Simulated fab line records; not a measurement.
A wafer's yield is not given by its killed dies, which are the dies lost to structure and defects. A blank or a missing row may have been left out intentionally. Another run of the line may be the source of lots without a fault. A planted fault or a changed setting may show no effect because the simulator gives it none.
Matching of chambers || flow n5_finfet || rie_diel-01 running N5_BEOL_M6_ETCH_65: 4 sister chambers
The step etches SiARC in CF4, target depth 15.6 nm, time 26 s. 18 wafers are shown with their chamber, then 9 later ones without.

## WAFERS WITH THEIR CHAMBER
{"wafer": "L078.1", "chamber": 0, "showerhead_plenum_p_Torr (Torr)": 2.10, "drypump_motor_current_A (A)": 5.5, "throttle_valve_pct (%)": 15.87}
{"wafer": "L078.4", "chamber": 2, "showerhead_plenum_p_Torr (Torr)": 2.21, "drypump_motor_current_A (A)": 5.9, "throttle_valve_pct (%)": 15.84}
{"wafer": "L078.5", "chamber": 2, "showerhead_plenum_p_Torr (Torr)": 2.21, "drypump_motor_current_A (A)": 5.9, "throttle_valve_pct (%)": 15.85}
{"wafer": "L083.1", "chamber": 2, "showerhead_plenum_p_Torr (Torr)": 2.21, "drypump_motor_current_A (A)": 5.9, "throttle_valve_pct (%)": 15.87}
{"wafer": "L083.2", "chamber": 1, "showerhead_plenum_p_Torr (Torr)": 2.15, "drypump_motor_current_A (A)": 5.5, "throttle_valve_pct (%)": 15.29}
{"wafer": "L083.5", "chamber": 3, "showerhead_plenum_p_Torr (Torr)": 2.10, "drypump_motor_current_A (A)": 6.1, "throttle_valve_pct (%)": 15.19}
{"wafer": "L081.1", "chamber": 3, "showerhead_plenum_p_Torr (Torr)": 2.09, "drypump_motor_current_A (A)": 6.1, "throttle_valve_pct (%)": 15.19}
{"wafer": "L081.2", "chamber": 2, "showerhead_plenum_p_Torr (Torr)": 2.21, "drypump_motor_current_A (A)": 5.9, "throttle_valve_pct (%)": 15.87}
{"wafer": "L081.5", "chamber": 3, "showerhead_plenum_p_Torr (Torr)": 2.09, "drypump_motor_current_A (A)": 6.1, "throttle_valve_pct (%)": 15.18}
{"wafer": "L082.2", "chamber": 2, "showerhead_plenum_p_Torr (Torr)": 2.21, "drypump_motor_current_A (A)": 5.9, "throttle_valve_pct (%)": 15.87}
{"wafer": "L082.4", "chamber": 3, "showerhead_plenum_p_Torr (Torr)": 2.09, "drypump_motor_current_A (A)": 6.1, "throttle_valve_pct (%)": 15.19}
{"wafer": "L082.5", "chamber": 0, "showerhead_plenum_p_Torr (Torr)": 2.09, "drypump_motor_current_A (A)": 5.5, "throttle_valve_pct (%)": 15.89}
{"wafer": "L085.2", "chamber": 0, "showerhead_plenum_p_Torr (Torr)": 2.09, "drypump_motor_current_A (A)": 5.4, "throttle_valve_pct (%)": 15.90}
{"wafer": "L085.5", "chamber": 3, "showerhead_plenum_p_Torr (Torr)": 2.09, "drypump_motor_current_A (A)": 6.1, "throttle_valve_pct (%)": 15.22}
{"wafer": "L085.6", "chamber": 0, "showerhead_plenum_p_Torr (Torr)": 2.09, "drypump_motor_current_A (A)": 5.4, "throttle_valve_pct (%)": 15.92}
{"wafer": "L090.1", "chamber": 3, "showerhead_plenum_p_Torr (Torr)": 2.09, "drypump_motor_current_A (A)": 6.1, "throttle_valve_pct (%)": 15.21}
{"wafer": "L090.4", "chamber": 0, "showerhead_plenum_p_Torr (Torr)": 2.09, "drypump_motor_current_A (A)": 5.5, "throttle_valve_pct (%)": 15.90}
{"wafer": "L090.5", "chamber": 1, "showerhead_plenum_p_Torr (Torr)": 2.15, "drypump_motor_current_A (A)": 5.5, "throttle_valve_pct (%)": 15.34}

SIGNATURES (averages over the wafers above)
{"reading": "showerhead_plenum_p_Torr", "chamber 0": 2.0920, "chamber 1": 2.1500, "chamber 2": 2.2100, "chamber 3": 2.0917, "scatter within a chamber": 0.00342}
{"reading": "drypump_motor_current_A", "chamber 0": 5.460, "chamber 1": 5.500, "chamber 2": 5.900, "chamber 3": 6.100, "scatter within a chamber": 0.0293}
{"reading": "throttle_valve_pct", "chamber 0": 15.8960, "chamber 1": 15.3150, "chamber 2": 15.8600, "chamber 3": 15.1967, "scatter within a chamber": 0.0179}
Rule: for each reading, subtract the chamber's mean from the wafer's reading, divide by that reading's scatter and square the result; add these up over the readings and take the root, which gives the wafer's distance from the chamber. The wafer belongs to the nearest chamber; if the next one is less than 2 further off, it can't be placed. The scatter is the square root of a quotient: the sum, over the shown wafers, of each reading's squared deviation from its chamber's mean, divided by wafers minus chambers.

## WAFERS MISSING THEIR CHAMBER
{"wafer": "L096.1", "showerhead_plenum_p_Torr (Torr)": 2.09, "drypump_motor_current_A (A)": 6.1, "throttle_valve_pct (%)": 15.24}
{"wafer": "L096.3", "showerhead_plenum_p_Torr (Torr)": 2.14, "drypump_motor_current_A (A)": 5.5, "throttle_valve_pct (%)": 15.36}
{"wafer": "L096.5", "showerhead_plenum_p_Torr (Torr)": 2.14, "drypump_motor_current_A (A)": 5.5, "throttle_valve_pct (%)": 15.36}
{"wafer": "L094.1", "showerhead_plenum_p_Torr (Torr)": 2.09, "drypump_motor_current_A (A)": 6.1, "throttle_valve_pct (%)": 15.25}
{"wafer": "L094.5", "showerhead_plenum_p_Torr (Torr)": 2.09, "drypump_motor_current_A (A)": 5.4, "throttle_valve_pct (%)": 15.92}
{"wafer": "L094.6", "showerhead_plenum_p_Torr (Torr)": 2.14, "drypump_motor_current_A (A)": 5.5, "throttle_valve_pct (%)": 15.36}
{"wafer": "L095.3", "showerhead_plenum_p_Torr (Torr)": 2.09, "drypump_motor_current_A (A)": 5.5, "throttle_valve_pct (%)": 15.93}
{"wafer": "L095.5", "showerhead_plenum_p_Torr (Torr)": 2.20, "drypump_motor_current_A (A)": 5.8, "throttle_valve_pct (%)": 15.92}
{"wafer": "L095.6", "showerhead_plenum_p_Torr (Torr)": 2.14, "drypump_motor_current_A (A)": 5.5, "throttle_valve_pct (%)": 15.37}

## EACH ONE'S CHAMBER
{"wafer": "L096.1", "from the rows above": 3, "in truth": 3}
{"wafer": "L096.3", "from the rows above": 1, "in truth": 1}
{"wafer": "L096.5", "from the rows above": 1, "in truth": 1}
{"wafer": "L094.1", "from the rows above": 3, "in truth": 3}
{"wafer": "L094.5", "from the rows above": 0, "in truth": 0}
{"wafer": "L094.6", "from the rows above": 1, "in truth": 1}
{"wafer": "L095.3", "from the rows above": 0, "in truth": 0}
{"wafer": "L095.5", "from the rows above": 2, "in truth": 2}
{"wafer": "L095.6", "from the rows above": 1, "in truth": 1}
Correct placement for 9 of the 9. Can't be placed from these rows: 0. Wrongly placed: 0.
